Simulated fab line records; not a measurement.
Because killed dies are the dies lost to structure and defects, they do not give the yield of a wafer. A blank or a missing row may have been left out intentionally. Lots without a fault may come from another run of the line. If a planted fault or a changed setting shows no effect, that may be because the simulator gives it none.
What tool caused it? ; flow nandHarc ; 39 wafers from 13 lots sampled at 5 of the route's 1159 steps

WHAT EACH GAUGE READ, for each wafer
NHARC_END_SORT_01. Usual: killedAtArray 25, standard deviation 9.2; killedAtOther 0.8, standard deviation 1.2; killedAtPeriphery 3.9, standard deviation 2.6; killedDies 30, standard deviation 9.7; killedOpen 3.4, standard deviation 1.9; killedShort 2.0, standard deviation 1.4.
lot;measured;on;killedAtArray;killedAtOther;killedAtPeriphery;killedDies;killedOpen;killedShort;flag
L432;day 22 12:47;prober-01;24 24 21;0 0 1;3 6 7;27 30 29;5 2 3;1 2 3;
L431;day 22 15:07;prober-02;35 33 34;2 2 1;1 2 2;38 37 37;4 4 2;2 5 1;
L440;day 23 23:43;prober-02;32 241 33;0 1 0;5 5 6;37 247 39;3 3 4;1 4 2;OFF

WHAT TOOL EACH LOT RAN ON (gives the tool, then ch and the chambers of the sampled wafers, and finally the start)
lot;NHARC_A_CONTACT_ETCH_132;NHARC_A_CONTACT_ETCH_106;NHARC_A_CONTACT_DEP_84;NHARC_A_CONTACT_DEP_85
L422;harCapEtch-03 ch 0,1, day 17 04:15;rieDiel-04 ch 0,2, day 17 05:45;aclDep-01 ch 0, day 17 06:40;pecvd-01 ch 1,2, day 17 07:44
L421;harCapEtch-02 ch 0,1, day 17 07:01;rieDiel-13 ch 0,3, day 17 08:14;aclDep-01 ch 0, day 17 08:53;pecvd-01 ch 0,2, day 17 10:11
L423;harCapEtch-02 ch 0,1, day 17 22:56;rieDiel-04 ch 1,2,3, day 18 00:13;aclDep-02 ch 0, day 18 03:26;pecvd-03 ch 0,1,2, day 18 04:40
L424;harCapEtch-03 ch 0,1, day 18 04:56;rieDiel-01 ch 0,3, day 18 06:10;aclDep-02 ch 0, day 18 10:34;pecvd-03 ch 1,2, day 18 11:52
L428;harCapEtch-02 ch 1, day 18 18:46;rieDiel-04 ch 0,2,3, day 18 19:59;aclDep-01 ch 0, day 18 21:34;pecvd-02 ch 0,2, day 18 22:52
L426;harCapEtch-01 ch 0,1, day 19 00:53;rieDiel-04 ch 0,2, day 19 02:08;aclDep-01 ch 0, day 19 04:07;pecvd-03 ch 0,1, day 19 05:01
L429;harCapEtch-02 ch 1, day 19 03:49;rieDiel-01 ch 0,1,3, day 19 05:02;aclDep-02 ch 0, day 19 07:48;pecvd-02 ch 0,1, day 19 09:05
L430;harCapEtch-03 ch 0,1, day 19 07:27;rieDiel-01 ch 0,2,3, day 19 08:50;aclDep-02 ch 0, day 19 09:41;pecvd-03 ch 0,1,2, day 19 10:44
L432;harCapEtch-01 ch 0,1, day 19 21:40;rieDiel-01 ch 0,1, day 19 22:51;aclDep-03 ch 0, day 20 01:44;pecvd-02 ch 0,1, day 20 02:36
L431;harCapEtch-02 ch 0,1, day 20 02:57;rieDiel-01 ch 2,3, day 20 04:24;aclDep-01 ch 0, day 20 07:19;pecvd-02 ch 0,1,2, day 20 08:15
L436;harCapEtch-02 ch 0,1, day 20 13:10;rieDiel-13 ch 0,2,3, day 20 14:56;aclDep-01 ch 0, day 20 16:52;pecvd-02 ch 0,1, day 20 17:46
L440;harCapEtch-01 ch 0,1, day 21 11:47;rieDiel-13 ch 1,2,3, day 21 13:00;aclDep-02 ch 0, day 21 14:16;pecvd-02 ch 1,2, day 21 15:35
L442;harCapEtch-03 ch 0,1, day 21 16:44;rieDiel-04 ch 0,2,3, day 21 18:12;aclDep-02 ch 0, day 21 19:16;pecvd-03 ch 0,1,2, day 21 20:34
- NHARC_A_CONTACT_ETCH_132: etches the open film in C4F8/O2/Ar, time 156 s, target depth 958 nm.
- NHARC_A_CONTACT_ETCH_106: etches the open film in CF4/O2, target depth 60 nm, overetch 6 nm, time 33 s.
- NHARC_A_CONTACT_DEP_84: deposits aC, target thk 2000 nm.
- NHARC_A_CONTACT_DEP_85: deposits SiON, target thk 50 nm.

AS READ BY THE TOOLS THEMSELVES (means over the sampled wafers that have a number; for cases with no such wafer, the mark the record gives instead)
NHARC_A_CONTACT_ETCH_106. Usual: drypumpMotorCurrentA 5.7 A, standard deviation 0.53; oesProductAu 1.002 a.u., standard deviation 0.0095; rfVppV 197.4 V, standard deviation 1.5; runLengthS 54.2 s, standard deviation 0.39; showerheadPlenumPTorr 1.31 Torr, standard deviation 0.068; throttleValvePct 13.397 %, standard deviation 0.0096.
lot;tool;drypumpMotorCurrentA (A);oesProductAu (a.u.);rfVppV (V);runLengthS (s);showerheadPlenumPTorr (Torr);throttleValvePct (%);flag
L422;rieDiel-04;6.1;1.001;198.7;54.1;1.37;13.399;
L421;rieDiel-13;5.4;0.992;198.3;54.4;1.37;13.404;
L423;rieDiel-04;6.3;1.012;197.6;54.3;1.35;13.399;
L424;rieDiel-01;5.5;0.993;196.9;54.0;1.30;13.410;
L428;rieDiel-04;6.1;1.001;197.9;54.2;1.31;13.391;
L426;rieDiel-04;6.1;1.003;198.8;54.4;1.37;13.401;
L429;rieDiel-01;5.3;0.996;197.9;54.0;1.31;13.390;
L430;rieDiel-01;5.3;1.001;197.2;54.1;1.30;13.407;
L432;rieDiel-01;5.0;0.998;197.5;53.8;1.32;13.395;
L431;rieDiel-01;5.5;0.999;196.5;54.6;1.25;13.397;
L436;rieDiel-13;5.5;0.997;197.4;54.0;1.32;13.397;
L440;rieDiel-13;5.8;0.993;197.6;53.2;1.34;13.391;
L442;rieDiel-04;6.1;0.998;198.9;54.3;1.38;13.395;

NHARC_A_CONTACT_DEP_84. Usual: throttleValvePct at 35.002 %, with a standard deviation of 0.0092.
lot;tool;throttleValvePct (%);flag
L422;aclDep-01;35.004;
L421;aclDep-01;34.997;
L423;aclDep-02;35.005;
L424;aclDep-02;35.004;
L428;aclDep-01;35.000;
L426;aclDep-01;35.000;
L429;aclDep-02;35.005;
L430;aclDep-02;35.005;
L432;aclDep-03;35.003;
L431;aclDep-01;34.997;
L436;aclDep-01;35.002;
L440;aclDep-02;34.993;
L442;aclDep-02;35.003;

NHARC_A_CONTACT_DEP_85. Usual: heaterPowerW at 725 W, with a standard deviation of 100.
lot;tool;heaterPowerW (W);flag
L422;pecvd-01;656;
L421;pecvd-01;665;
L423;pecvd-03;853;
L424;pecvd-03;813;
L428;pecvd-02;659;
L426;pecvd-03;783;
L429;pecvd-02;752;
L430;pecvd-03;875;
L432;pecvd-02;630;
L431;pecvd-02;682;
L436;pecvd-02;796;
L440;pecvd-02;724;
L442;pecvd-03;822;

THE ANSWER, worked out from the rows above alone
Rule: lot off if the mean of its wafers having a number is beyond 3 standard deviations from the usual mean. Also off: a lot with no number at a reading for which 4 or more lots have one. Where the step has rows for the other lots, those lots are counted as sound. Order of review: gauges by route order, followed by the tools' own readings, for which a lot's mean as printed above is used. At the first step where some lot is off, the reading lying furthest off is the one used; lots without a number count as furthest.
Off: L440 (NHARC_END_SORT_01, killedAtArray). Neither off nor sound, because the step has no rows for them: L422, L421, L423, L424, L428, L426, L429, L430, L436, L442.
A tool fits if, at a process step before that reading, it ran every lot that is off, and no sound lot after the first of them. Gauges at NHARC_END_SORT_01: tried the same way as those tools. Can't be told from this: 5 tools fit, harCapEtch-01 at NHARC_A_CONTACT_ETCH_132, rieDiel-13 at NHARC_A_CONTACT_ETCH_106, aclDep-02 at NHARC_A_CONTACT_DEP_84, pecvd-02 at NHARC_A_CONTACT_DEP_85, prober-02 at NHARC_END_SORT_01.

WHAT WAS PUT IN BY THE SIMULATOR
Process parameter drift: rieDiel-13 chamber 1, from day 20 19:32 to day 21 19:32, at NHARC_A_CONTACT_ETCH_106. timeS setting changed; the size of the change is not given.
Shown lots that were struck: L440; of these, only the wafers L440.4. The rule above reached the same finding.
